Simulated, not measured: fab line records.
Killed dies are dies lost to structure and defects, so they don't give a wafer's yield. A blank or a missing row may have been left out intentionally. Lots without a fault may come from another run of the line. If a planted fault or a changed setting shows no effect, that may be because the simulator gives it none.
The tool behind it: which one? | flow nand-harc | Sampling: 13 lots, 39 wafers, 4 of 1302 route steps

WHAT THE GAUGES SHOWED, per wafer
NHARC_P_ZERO_WELL_CD_MEAS_52 targets a cd of 2000 nm.
lot  | measured     | on        | cd-nm (nm)
L385 | day 2 02:59  | cd-sem-02 | 2001.8 1996.1 2001.2
L386 | day 2 11:45  | cd-sem-02 | 2004.4 2001.5 2000.8
L388 | day 3 07:37  | cd-sem-01 | 1999.2 1996.8 1997.3
L389 | day 3 18:17  | cd-sem-02 | 1996.7 1997.0 2000.8
L390 | day 4 03:49  | cd-sem-02 | 2000.6 1996.7 1997.7
L391 | day 4 13:53  | cd-sem-03 | 2000.9 2000.7 1998.9
L392 | day 4 23:37  | cd-sem-03 | 2000.1 1997.8 2001.3
L393 | day 5 09:57  | cd-sem-02 | 2002.7 1997.7 2001.1
L394 | day 5 19:29  | cd-sem-02 | 1998.3 1998.8 1999.5
L395 | day 6 07:35  | cd-sem-01 | 1998.0 1996.8 1999.5
L397 | day 7 01:53  | cd-sem-01 | 1996.7 1997.6 1999.0
L399 | day 7 21:40  | cd-sem-01 | - - -
L408 | day 11 15:59 | cd-sem-02 | 1999.8 1998.9 1998.8

NHARC_P_GATE_CD_MEAS_33.
lot  | measured     | on        | cd-nm (nm)
L385 | day 4 23:47  | cd-sem-02 | 115 120 118
L386 | day 5 07:14  | cd-sem-01 | 118 120 120
L388 | day 6 05:44  | cd-sem-01 | 123 117 115
L389 | day 7 04:38  | cd-sem-01 | 116 117 114
L390 | day 7 04:13  | cd-sem-01 | 123 116 124
L391 | day 7 22:35  | cd-sem-01 | 113 118 118
L392 | day 8 09:18  | cd-sem-02 | 117 126 122
L393 | day 8 09:56  | cd-sem-01 | 112 121 116
L394 | day 9 04:47  | cd-sem-02 | 118 120 121
L395 | day 9 12:38  | cd-sem-01 | 117 117 120
L397 | day 9 18:35  | cd-sem-02 | 121 115 117
L408 | day 14 19:50 | cd-sem-01 | 117 115 119

WHICH TOOL RAN EACH LOT (tool, then ch and the chambers of the sampled wafers, then the start)
lot  | NHARC_P_ZERO_WELL_DESCUM_13        | NHARC_P_ZERO_WELL_EXPOSE_49
L385 | rie-diel-02 ch 0,1,3, day 1 21:24  | krf-scanner-01 ch 0, day 2 02:50
L386 | rie-diel-13 ch 0,1,3, day 2 07:25  | krf-scanner-02 ch 0, day 2 11:35
L388 | rie-diel-13 ch 0,2,3, day 3 03:17  | krf-scanner-04 ch 0, day 3 07:28
L389 | rie-diel-02 ch 2,3, day 3 13:24    | krf-scanner-02 ch 0, day 3 18:07
L390 | rie-diel-13 ch 0,2,3, day 3 23:17  | krf-scanner-04 ch 0, day 4 03:39
L391 | rie-diel-04 ch 0,2, day 4 09:25    | krf-scanner-01 ch 0, day 4 13:43
L392 | rie-diel-04 ch 0,1,3, day 4 19:25  | krf-scanner-01 ch 0, day 4 23:27
L393 | rie-diel-02 ch 1,2,3, day 5 05:31  | krf-scanner-04 ch 0, day 5 09:47
L394 | rie-diel-04 ch 0,1,2, day 5 15:16  | krf-scanner-04 ch 0, day 5 19:20
L395 | rie-diel-02 ch 0,2,3, day 6 02:24  | krf-scanner-04 ch 0, day 6 07:26
L397 | rie-diel-13 ch 0,3, day 6 21:24    | krf-scanner-04 ch 0, day 7 01:45
L399 | rie-diel-13 ch 0,2,3, day 7 17:19  | krf-scanner-04 ch 0, day 7 21:30
L408 | rie-diel-04 ch 0,2,3, day 11 11:31 | krf-scanner-01 ch 0, day 11 15:50
- NHARC_P_ZERO_WELL_DESCUM_13: chemistry O2, time 3 s.
- NHARC_P_ZERO_WELL_EXPOSE_49: exposes mask P HVPW, target cd 2000 nm.

AS READ BY THE TOOLS THEMSELVES (means over the sampled wafers that have a number; for cases with no such wafer, the mark the record gives instead)
NHARC_P_ZERO_WELL_DESCUM_13.
lot  | tool        | drypump-motor-current-A (A) | oes-product-au (a.u.) | rf-vpp-V (V) | showerhead-plenum-p-Torr (Torr) | throttle-valve-pct (%)
L385 | rie-diel-02 | 5.7                         | 1.004                 | 57.6         | 1.92                            | 11.312
L386 | rie-diel-13 | 5.6                         | 1.005                 | 58.1         | 1.93                            | 11.307
L388 | rie-diel-13 | 5.6                         | 1.010                 | 58.0         | 1.98                            | 11.315
L389 | rie-diel-02 | 5.2                         | 0.992                 | 58.2         | 1.93                            | 11.310
L390 | rie-diel-13 | 5.6                         | 1.025                 | 57.6         | 1.97                            | 11.308
L391 | rie-diel-04 | 5.1                         | 0.996                 | 58.3         | 2.01                            | 11.319
L392 | rie-diel-04 | 5.6                         | 1.015                 | 57.0         | 1.86                            | 11.309
L393 | rie-diel-02 | 5.4                         | 1.000                 | 57.8         | 1.88                            | 11.302
L394 | rie-diel-04 | 5.4                         | 1.012                 | 58.2         | 1.93                            | 11.305
L395 | rie-diel-02 | 5.6                         | 0.981                 | 57.5         | 1.95                            | 11.311
L397 | rie-diel-13 | 5.3                         | 1.024                 | 57.9         | 1.98                            | 11.319
L399 | rie-diel-13 | 5.6                         | 1.010                 | 57.6         | 1.96                            | 11.320
L408 | rie-diel-04 | 5.2                         | 0.996                 | 58.3         | 2.01                            | 11.313

THE ANSWER, worked out from the rows above alone
Rule: the lots themselves supply what counts as usual. The widest of any qualifying gaps counts: lots, ordered by their means at a reading, are off when they make up no more than a third of the lots, leave a main group of 4 or more, and stand apart from it by 3 or more times the standard deviation of that group's means. If all means in a main group match to the digits the tables above print for the reading, that group is not used. A lot without any number at a reading at which 4 lots or more have one is off too. Where the step has rows for the other lots, those lots are counted as sound. After the gauges, taken in route order, come the tools' own readings; for these a lot's mean is taken, as printed above. At the first step where some lot is off, the reading lying furthest off is the one used; lots without a number count as furthest.
Off: L399, at NHARC_P_ZERO_WELL_CD_MEAS_52 (cd-nm). Without a number there: L399. For the main group the mean is 1999.2 nm and the standard deviation 1.3.
A tool fits if, at a process step before that reading, it ran every lot that is off, and no sound lot after the first of them. Gauges at NHARC_P_ZERO_WELL_CD_MEAS_52: tried the same way as those tools. Can't be told from this: 3 tools fit, rie-diel-13 at NHARC_P_ZERO_WELL_DESCUM_13, krf-scanner-04 at NHARC_P_ZERO_WELL_EXPOSE_49, cd-sem-01 at NHARC_P_ZERO_WELL_CD_MEAS_52.

WHAT THE SIMULATOR HAD PUT IN
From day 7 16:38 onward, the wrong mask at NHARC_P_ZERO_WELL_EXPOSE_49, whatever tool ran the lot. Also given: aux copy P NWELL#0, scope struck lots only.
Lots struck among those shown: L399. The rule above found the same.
